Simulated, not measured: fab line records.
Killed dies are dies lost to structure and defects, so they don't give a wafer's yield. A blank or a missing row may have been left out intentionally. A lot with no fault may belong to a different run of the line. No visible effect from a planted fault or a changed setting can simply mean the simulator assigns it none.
Comparing a struck lot with a sound one | flow nandHarc | 36 steps out of a route of 1302
Sound: wafers L985.2, L985.3, L985.6. The struck wafers were L993.2, L993.3, L993.6. At the end, the cause is stated.
Per side, at each step with rows, come the tool, then ch with its chambers, and then its first start. Under that, the readings that differ: sound wafers | struck wafers | difference of the means | sigmas: that difference in standard deviations of wafers without a fault.
alike: words and numbers the same on both sides, and readings whose means are apart by under 2 such deviations; not compared: readings that were withheld, readings missing a value for some wafer, numbers with overlapping values and no deviation given by the record, and bounds like >300 which may hide the same value.
A row with sigmas, a row that says differs or no value, or rows on one side alone: a step with any of these is where the two part. Numbers that have no deviation but don't overlap get no sigmas and don't part them. A reading missing from all wafers of one side parts the sides only when that side holds two or more wafers.

first, 2 steps without rows for these wafers: NHARC_A_SLIT_PRECLEAN_19 (cleans in SC1); NHARC_A_SLIT_SRD_20.
NHARC_A_SLIT_CD_MEAS_21:
  sound on cdSem-01 at day 20 20:23; struck on cdSem-01 at day 24 07:57
  alike: cdNm
then, 3 steps without rows for these wafers: NHARC_A_SIN_REMOVE_WET_00 (chemistry H3PO4, time 15300 s); NHARC_A_SIN_REMOVE_PRECLEAN_01 (cleans in SC1); NHARC_A_SIN_REMOVE_SRD_02.
NHARC_A_SIN_REMOVE_INSPECT_04:
  sound on defectInspect-01 at day 21 03:00; struck on defectInspect-02 at day 24 14:34
  alike: rawDefectCount
then, 1 step without rows for these wafers: NHARC_A_WL_FILL_ALD_00 (deposits Al2O3, target thk 3 nm, pulse time 3 s, ald cycles 30).
NHARC_A_WL_FILL_RTA_01: time 5 s.
  sound on rtpAnneal-02 ch 0, day 21 03:31; struck on rtpAnneal-02 ch 0, day 24 14:58
  alike: lampPowerPct, wafer_temp_C_max
then, 1 step without rows for these wafers: NHARC_A_WL_FILL_ALD_02 (deposits TiN, target thk 2 nm, pulse time 3 s, ald cycles 100).
NHARC_A_WL_FILL_CVD_03: deposits W, target thk 40 nm, time 279 s.
  sound on cvdW-01 ch 0,1, day 21 04:11; struck on cvdW-01 ch 0, day 24 15:35
  alike: heaterPowerW, mfcArSccm, throttleValvePct
NHARC_A_WL_FILL_ETCHBACK_04: etches the open film in NF3, target depth 60 nm, time 120 s.
  sound on rieMetal-01 ch 0,1, day 21 04:31; struck on rieMetal-02 ch 0,1, day 24 15:59
  alike: drypumpMotorCurrentA, oesProductAu
  not compared: rfHoursCounterH
then, 16 steps without rows for these wafers: NHARC_A_WL_FILL_ETCHBACK_05 (etches the open film in Cl2/BCl3, target depth 22 nm, time 60 s); NHARC_A_WL_FILL_STRIP_27 (strips in N2/H2, time 20 s); NHARC_A_WL_FILL_STRIP_28 (strips in post etch residue remover, time 1200 s); NHARC_A_WL_FILL_PRECLEAN_06 (cleans in DIW, time 300 s); NHARC_A_WL_FILL_SRD_07; NHARC_A_WL_FILL_ANNEAL_08 (time 1800 s); NHARC_A_WL_FILL_ALD_10 (deposits SiO2, target thk 50 nm, pulse time 10 s, ald cycles 500); NHARC_A_WL_FILL_ETCHBACK_16 (etches the open film in C4F8/O2/Ar, target depth 120 nm, time 24 s); NHARC_A_WL_FILL_STRIP_29 (strips in O2, time 20 s); NHARC_A_WL_FILL_ETCHBACK_17 (etches the open film in Cl2/BCl3, target depth 4 nm, time 26.7 s); NHARC_A_WL_FILL_PRECLEAN_18 (cleans in dHF, time 30 s); NHARC_A_WL_FILL_SRD_21; NHARC_A_WL_FILL_CVD_23 (deposits poly-Si, target thk 40 nm, time 800 s); NHARC_A_WL_FILL_ETCHBACK_26 (etches the open film in HBr, target depth 52 nm, time 13.3 s); NHARC_A_WL_FILL_PRECLEAN_30 (cleans in dHF, time 10 s); NHARC_A_WL_FILL_SRD_14.
NHARC_A_WL_FILL_ALD_19: deposits TiN, target thk 2 nm, pulse time 3 s, ald cycles 100.
  sound on aldMetal-04 ch 2,3, day 21 20:38; struck on aldMetal-04 ch 0,1,2, day 25 09:38
  alike: heaterPowerW, precursorPulseHeightRel
then, 3 steps without rows for these wafers: NHARC_A_WL_FILL_CVD_20 (deposits W, target thk 100 nm, time 74 s); NHARC_A_WL_FILL_CMP_12 (polishes, t overpolish 30 s, target thk 100 nm); NHARC_A_WL_FILL_SRD_31.
NHARC_A_WL_FILL_INSPECT_15:
  sound on defectInspect-01 at day 21 21:29; struck on defectInspect-02 at day 25 10:29
  alike: rawDefectCount
NHARC_A_CONTACT_DEP_24: deposits SiO2, target thk 500 nm.
  the record has rows for the sound wafers here (pecvd-03 ch 0,1,2, day 21 21:33) and none for the struck ones
NHARC_A_CONTACT_DEP_28: deposits aC, target thk 7000 nm.
  the record has rows for the sound wafers here (aclDep-02 ch 0, day 22 01:32) and none for the struck ones
-- the record jumps here: 3 days lie between the struck wafers' starts before and after (it left off in module A_CONTACT and takes up again in module END, whose first step shown is number 1302 of the route) --
NHARC_END_SORT_01:
  sound on prober-02 ch 0, day 25 05:05; struck on prober-02 ch 0, day 28 19:19
reading       | sound    | struck      | difference | sigmas
killedAtArray | 93 65 83 | 554 530 632 | +492       | +26
killedDies    | 93 71 85 | 557 533 635 | +492       | +26
  alike: killedAtOther, killedAtPeriphery, killedOpen, killedShort

== WHERE THEY PART ==
Earliest at NHARC_A_CONTACT_DEP_24; latest, in this record, at NHARC_END_SORT_01.

WHY: what the simulator had put in
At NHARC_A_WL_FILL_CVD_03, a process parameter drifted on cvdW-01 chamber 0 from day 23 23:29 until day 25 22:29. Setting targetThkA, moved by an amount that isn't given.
